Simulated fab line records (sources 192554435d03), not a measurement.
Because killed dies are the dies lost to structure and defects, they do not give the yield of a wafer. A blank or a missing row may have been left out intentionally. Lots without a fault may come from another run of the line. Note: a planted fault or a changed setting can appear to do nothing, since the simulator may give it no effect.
Lot-split experiment || flow n5_finfet || 39 wafers read from 7 lots, route of 1938 steps

## ON THE SPLIT
At N5_MOL_CONTACT_COAG_VIA_ETCH_46 (etches SiO2 in C4F6/O2, target depth 46 nm, overetch 9.2 nm, time 40 s), the setting bias_w was moved away from the recipe's 455 W on 15 of the 39 wafers read, by -16.2% to +19.1%. All remaining wafers had this setting at the recipe value.

Reading taken at the split's own step.

## THE READING
rf_vpp_V, in V, at N5_MOL_CONTACT_COAG_VIA_ETCH_46 (etches SiO2 in C4F6/O2, target depth 46 nm, overetch 9.2 nm, time 40 s). On this fab line, fault-free wafers typically give 1590 V with a standard deviation of 18 V.

{"wafer": "L074.1", "tool, chamber at the split": "rie_diel-01, 1", "bias_w as run, W": 455, "against the recipe": "recipe", "rf_vpp_V, V": 1573, "against lot-mates on the recipe": "-"}
{"wafer": "L074.2", "tool, chamber at the split": "rie_diel-01, 3", "bias_w as run, W": 541.7, "against the recipe": "+19.1%", "rf_vpp_V, V": 1825, "against lot-mates on the recipe": "+245"}
{"wafer": "L074.3", "tool, chamber at the split": "rie_diel-01, 0", "bias_w as run, W": 455, "against the recipe": "recipe", "rf_vpp_V, V": 1593, "against lot-mates on the recipe": "-"}
{"wafer": "L074.4", "tool, chamber at the split": "rie_diel-01, 0", "bias_w as run, W": 541.7, "against the recipe": "+19.1%", "rf_vpp_V, V": 1812, "against lot-mates on the recipe": "+232"}
{"wafer": "L074.5", "tool, chamber at the split": "rie_diel-01, 1", "bias_w as run, W": 455, "against the recipe": "recipe", "rf_vpp_V, V": 1574, "against lot-mates on the recipe": "-"}
{"wafer": "L074.6", "tool, chamber at the split": "rie_diel-01, 3", "bias_w as run, W": 541.7, "against the recipe": "+19.1%", "rf_vpp_V, V": 1824, "against lot-mates on the recipe": "+244"}
{"wafer": "L076.1", "tool, chamber at the split": "rie_diel-02, 3", "bias_w as run, W": 455, "against the recipe": "recipe", "rf_vpp_V, V": 1609, "against lot-mates on the recipe": "-"}
{"wafer": "L076.2", "tool, chamber at the split": "rie_diel-02, 2", "bias_w as run, W": 455, "against the recipe": "recipe", "rf_vpp_V, V": 1565, "against lot-mates on the recipe": "-"}
{"wafer": "L076.3", "tool, chamber at the split": "rie_diel-02, 0", "bias_w as run, W": 455, "against the recipe": "recipe", "rf_vpp_V, V": 1570, "against lot-mates on the recipe": "-"}
{"wafer": "L076.4", "tool, chamber at the split": "rie_diel-02, 1", "bias_w as run, W": 455, "against the recipe": "recipe", "rf_vpp_V, V": 1604, "against lot-mates on the recipe": "-"}
{"wafer": "L076.5", "tool, chamber at the split": "rie_diel-02, 1", "bias_w as run, W": 455, "against the recipe": "recipe", "rf_vpp_V, V": 1604, "against lot-mates on the recipe": "-"}
{"wafer": "L076.6", "tool, chamber at the split": "rie_diel-02, 2", "bias_w as run, W": 455, "against the recipe": "recipe", "rf_vpp_V, V": 1567, "against lot-mates on the recipe": "-"}
{"wafer": "L078.1", "tool, chamber at the split": "rie_diel-02, 0", "bias_w as run, W": 455, "against the recipe": "recipe", "rf_vpp_V, V": 1571, "against lot-mates on the recipe": "-"}
{"wafer": "L078.2", "tool, chamber at the split": "rie_diel-02, 3", "bias_w as run, W": 516.8, "against the recipe": "+13.6%", "rf_vpp_V, V": 1767, "against lot-mates on the recipe": "+182"}
{"wafer": "L078.3", "tool, chamber at the split": "rie_diel-02, 2", "bias_w as run, W": 516.8, "against the recipe": "+13.6%", "rf_vpp_V, V": 1722, "against lot-mates on the recipe": "+137"}
{"wafer": "L078.4", "tool, chamber at the split": "rie_diel-02, 0", "bias_w as run, W": 455, "against the recipe": "recipe", "rf_vpp_V, V": 1573, "against lot-mates on the recipe": "-"}
{"wafer": "L078.5", "tool, chamber at the split": "rie_diel-02, 2", "bias_w as run, W": 516.8, "against the recipe": "+13.6%", "rf_vpp_V, V": 1721, "against lot-mates on the recipe": "+136"}
{"wafer": "L078.6", "tool, chamber at the split": "rie_diel-02, 3", "bias_w as run, W": 455, "against the recipe": "recipe", "rf_vpp_V, V": 1610, "against lot-mates on the recipe": "-"}
{"wafer": "L085.1", "tool, chamber at the split": "rie_diel-01, 1", "bias_w as run, W": 455, "against the recipe": "recipe", "rf_vpp_V, V": 1572, "against lot-mates on the recipe": "-"}
{"wafer": "L085.2", "tool, chamber at the split": "rie_diel-01, 3", "bias_w as run, W": 381.4, "against the recipe": "-16.2%", "rf_vpp_V, V": 1404, "against lot-mates on the recipe": -195}
{"wafer": "L085.3", "tool, chamber at the split": "rie_diel-01, 0", "bias_w as run, W": 381.4, "against the recipe": "-16.2%", "rf_vpp_V, V": 1395, "against lot-mates on the recipe": -204}
{"wafer": "L085.4", "tool, chamber at the split": "rie_diel-01, 2", "bias_w as run, W": 455, "against the recipe": "recipe", "rf_vpp_V, V": 1620, "against lot-mates on the recipe": "-"}
{"wafer": "L085.5", "tool, chamber at the split": "rie_diel-01, 3", "bias_w as run, W": 455, "against the recipe": "recipe", "rf_vpp_V, V": 1604, "against lot-mates on the recipe": "-"}
{"wafer": "L085.6", "tool, chamber at the split": "rie_diel-01, 0", "bias_w as run, W": 381.4, "against the recipe": "-16.2%", "rf_vpp_V, V": 1395, "against lot-mates on the recipe": -204}
{"wafer": "L091.1", "tool, chamber at the split": "rie_diel-04, 2", "bias_w as run, W": 480.4, "against the recipe": "+5.6%", "rf_vpp_V, V": 1642, "against lot-mates on the recipe": "+64"}
{"wafer": "L091.2", "tool, chamber at the split": "rie_diel-04, 3", "bias_w as run, W": 455, "against the recipe": "recipe", "rf_vpp_V, V": 1569, "against lot-mates on the recipe": "-"}
{"wafer": "L091.3", "tool, chamber at the split": "rie_diel-04, 0", "bias_w as run, W": 480.4, "against the recipe": "+5.6%", "rf_vpp_V, V": 1680, "against lot-mates on the recipe": "+102"}
{"wafer": "L091.4", "tool, chamber at the split": "rie_diel-04, 1", "bias_w as run, W": 455, "against the recipe": "recipe", "rf_vpp_V, V": 1590, "against lot-mates on the recipe": "-"}
{"wafer": "L091.5", "tool, chamber at the split": "rie_diel-04, 2", "bias_w as run, W": 455, "against the recipe": "recipe", "rf_vpp_V, V": 1576, "against lot-mates on the recipe": "-"}
{"wafer": "L091.6", "tool, chamber at the split": "rie_diel-04, 1", "bias_w as run, W": 480.4, "against the recipe": "+5.6%", "rf_vpp_V, V": 1655, "against lot-mates on the recipe": "+77"}
{"wafer": "L094.1", "tool, chamber at the split": "rie_diel-02, 3", "bias_w as run, W": 515.8, "against the recipe": "+13.4%", "rf_vpp_V, V": 1764, "against lot-mates on the recipe": "+173"}
{"wafer": "L094.2", "tool, chamber at the split": "rie_diel-02, 1", "bias_w as run, W": 455, "against the recipe": "recipe", "rf_vpp_V, V": 1602, "against lot-mates on the recipe": "-"}
{"wafer": "L094.3", "tool, chamber at the split": "rie_diel-02, 2", "bias_w as run, W": 515.8, "against the recipe": "+13.4%", "rf_vpp_V, V": 1718, "against lot-mates on the recipe": "+127"}
{"wafer": "L094.4", "tool, chamber at the split": "rie_diel-02, 0", "bias_w as run, W": 455, "against the recipe": "recipe", "rf_vpp_V, V": 1570, "against lot-mates on the recipe": "-"}
{"wafer": "L094.5", "tool, chamber at the split": "rie_diel-02, 0", "bias_w as run, W": 515.8, "against the recipe": "+13.4%", "rf_vpp_V, V": 1723, "against lot-mates on the recipe": "+132"}
{"wafer": "L094.6", "tool, chamber at the split": "rie_diel-02, 1", "bias_w as run, W": 455, "against the recipe": "recipe", "rf_vpp_V, V": 1602, "against lot-mates on the recipe": "-"}
{"wafer": "L096.2", "tool, chamber at the split": "rie_diel-01, 2", "bias_w as run, W": 455, "against the recipe": "recipe", "rf_vpp_V, V": 1620, "against lot-mates on the recipe": "-"}
{"wafer": "L096.3", "tool, chamber at the split": "rie_diel-01, 0", "bias_w as run, W": 455, "against the recipe": "recipe", "rf_vpp_V, V": 1592, "against lot-mates on the recipe": "-"}
{"wafer": "L096.5", "tool, chamber at the split": "rie_diel-01, 2", "bias_w as run, W": 455, "against the recipe": "recipe", "rf_vpp_V, V": 1620, "against lot-mates on the recipe": "-"}

THE FIT
A straight line over all 39 wafers: rf_vpp_V changes by +11.6 V for each +1% of bias_w; r = +0.98; the points scatter about the line by 19 V.
The same after taking each lot's own level away (the mean of its wafers on the recipe; 39 wafers): +12.1 V for each +1%; r = +0.99; scatter 18 V.
According to that fit, moving bias_w by its largest amount changes the reading by 2.3e+02 V.
The span of the lots' own levels, 1578.3 to 1610.7 V, comes to 1.8 times the standard deviation stated above.
Consequently the slope shifts little with the lot-to-lot level, the two slopes agreeing.
Check: for one of the wafers moved furthest among these (+19.1%), held out of the fit, the line's prediction against its lot-mates is +227 V. Against them it came out at +245 V.
Tool readings at the split's step, against how far the setting was moved: rf_vpp_V r = +0.98.

## OTHER SPLITS APPLIED TO THESE WAFERS
Before the reading, these wafers also passed through other splits. Each is held against what the fit with the lots' levels taken away leaves over:
{"other split on the same wafers": "N5_PMOS_HMC_CHANNEL_EPI_EPI_20 pressure_torr", "wafers away from the commonest value": 18, "r with rf_vpp_V (lot level and that fit taken away)": -0.03}
{"other split on the same wafers": "N5_FIN_CUT_CUT_ETCH_26 target_depth_a", "wafers away from the commonest value": 15, "r with rf_vpp_V (lot level and that fit taken away)": -0.09}
{"other split on the same wafers": "N5_DUMMY_GATE_ETCH_31 target_depth_a", "wafers away from the commonest value": 12, "r with rf_vpp_V (lot level and that fit taken away)": -0.03}
{"other split on the same wafers": "N5_SD_EPI_N_EPI_21 dopant_conc_cm3", "wafers away from the commonest value": 15, "r with rf_vpp_V (lot level and that fit taken away)": "+0.01"}

## THE FILE'S OWN FIT
rf_vpp_V changes by +12 V for each +1% of bias_w, r = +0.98.
